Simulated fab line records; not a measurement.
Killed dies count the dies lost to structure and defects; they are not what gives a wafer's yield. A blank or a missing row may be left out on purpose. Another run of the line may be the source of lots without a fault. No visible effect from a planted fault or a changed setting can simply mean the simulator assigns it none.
One fault through the eyes of 2 desks | flow n5 finfet | what lay behind the numbers comes last; until then each desk has only its own

AT THE METROLOGY DESK
What the gauges read, lot by lot, whatever tool the lot ran on: means of the sampled wafers that have a number. The brackets show how far a lot's mean lies from the usual mean; more than 4 standard deviations puts the lot out of limits, marked OUT. Shown here are 7 of its 11 readings, the ones lying furthest out on some lot.
Columns: A = DIBL_N at N5_BEOL_M4_RC_MEAS_101, usual 36.0 mV/V; B = DIBL_P at N5_BEOL_M4_RC_MEAS_101, usual 35.8 mV/V; C = IOFF_P at N5_BEOL_M4_RC_MEAS_101, usual 0.20 nA/um; D = ION_N at N5_BEOL_M4_RC_MEAS_101, usual 670 uA/um; E = ION_P at N5_BEOL_M4_RC_MEAS_101, usual 459 uA/um; F = SS_P at N5_BEOL_M4_RC_MEAS_101, usual 73.2 mV/dec; G = VT_P at N5_BEOL_M4_RC_MEAS_101, usual -252 mV
lot  | first seen here | A    | B    | C    | D   | E   | F    | G
L289 | day 5 12:51     | 35.6 | 34.2 | 0.18 | 660 | 455 | 72.7 | -254
L290 | day 5 15:06     | 36.1 | 35.6 | 0.19 | 672 | 461 | 73.3 | -253
L293 | day 6 08:00     | 35.1 | 36.0 | 0.22 | 664 | 467 | 73.0 | -247
L296 | day 7 09:24     | 35.3 | 34.4 | 0.16 | 655 | 446 | 72.5 | -256
L298 | day 7 12:41     | 35.7 | 36.0 | 0.17 | 669 | 457 | 72.8 | -257
L307 | day 9 23:26     | 34.8 | 33.2 | 0.17 | 669 | 458 | 72.9 | -254
L308 | day 9 23:46     | 35.7 | 33.9 | 0.21 | 666 | 464 | 73.2 | -248
L309 | day 10 06:09    | 36.6 | 37.4 | 0.19 | 664 | 450 | 73.6 | -252
L311 | day 11 02:39    | 33.1 | 32.2 | 0.14 | 648 | 446 | 72.2 | -257
This desk's finding: nothing out of limits on any of the 9 lots.

FOR THE TOOL OWNER'S DESK: rie diel-02
The tool's own readings at N5_MOL_CONTACT_COAG_ETCH_65 (etches underlayer in N2/H2, target depth 13 nm, time 10.4 s): means of the sampled wafers that have a number, for each lot that ran on this tool. The brackets show how far a lot's mean lies from the usual mean; more than 4 standard deviations puts the lot out of limits, marked OUT.
Columns: A = drypump motor current A at N5_MOL_CONTACT_COAG_ETCH_65, usual 5.7 A; B = etch rf on time s at N5_MOL_CONTACT_COAG_ETCH_65, usual 10.40 s; C = h2 flow sccm at N5_MOL_CONTACT_COAG_ETCH_65, usual 200.1 sccm; D = oes product au at N5_MOL_CONTACT_COAG_ETCH_65, usual 0.67 a.u.; E = rf vpp V at N5_MOL_CONTACT_COAG_ETCH_65, usual 524.5 V; F = showerhead plenum p Torr at N5_MOL_CONTACT_COAG_ETCH_65, usual 2.56 Torr; G = throttle valve pct at N5_MOL_CONTACT_COAG_ETCH_65, usual 17.85 %
lot  | first seen here | A   | B                | C     | D    | E     | F    | G
L289 | day 5 13:31     | 5.5 | 10.56            | 200.2 | 0.60 | 523.1 | 2.50 | 17.97
L290 | day 5 15:42     | 5.6 | 10.41            | 199.7 | 0.60 | 524.5 | 2.53 | 18.04
L296 | day 7 09:53     | 5.7 | 11.38 (+4.7) OUT | 199.8 | 0.70 | 525.3 | 2.59 | 17.68
L298 | day 7 13:11     | 6.0 | 11.36 (+4.6) OUT | 200.8 | 0.73 | 526.3 | 2.62 | 17.66
L309 | day 10 06:45    | 5.3 | 10.51            | 200.5 | 0.63 | 525.1 | 2.55 | 17.97
L311 | day 11 03:15    | 5.8 | 10.42            | 199.8 | 0.68 | 526.1 | 2.61 | 17.84
This desk's finding: out of limits on L296, L298; first on L296, day 7 09:53 (etch rf on time s at N5_MOL_CONTACT_COAG_ETCH_65). Within limits: L289, L290, L309, L311.

PUT TOGETHER
An alarm could have come from the tool owner's desk at day 7 09:53, on L296, L298.
The metrology desk saw nothing out of limits.
The metrology desk holds a record of L296, L298, inside its limits.
All the named lots went through N5_MOL_CONTACT_COAG_ETCH_65 on rie diel-02.

WHAT WAS PUT IN BY THE SIMULATOR
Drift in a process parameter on rie diel-02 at N5_MOL_CONTACT_COAG_ETCH_65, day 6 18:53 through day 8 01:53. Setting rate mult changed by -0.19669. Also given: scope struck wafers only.
Shown lots that were struck: L296, L298.
Time in hours from fault onset to the first out-of-limits reading at each desk: the tool owner's desk, 15.
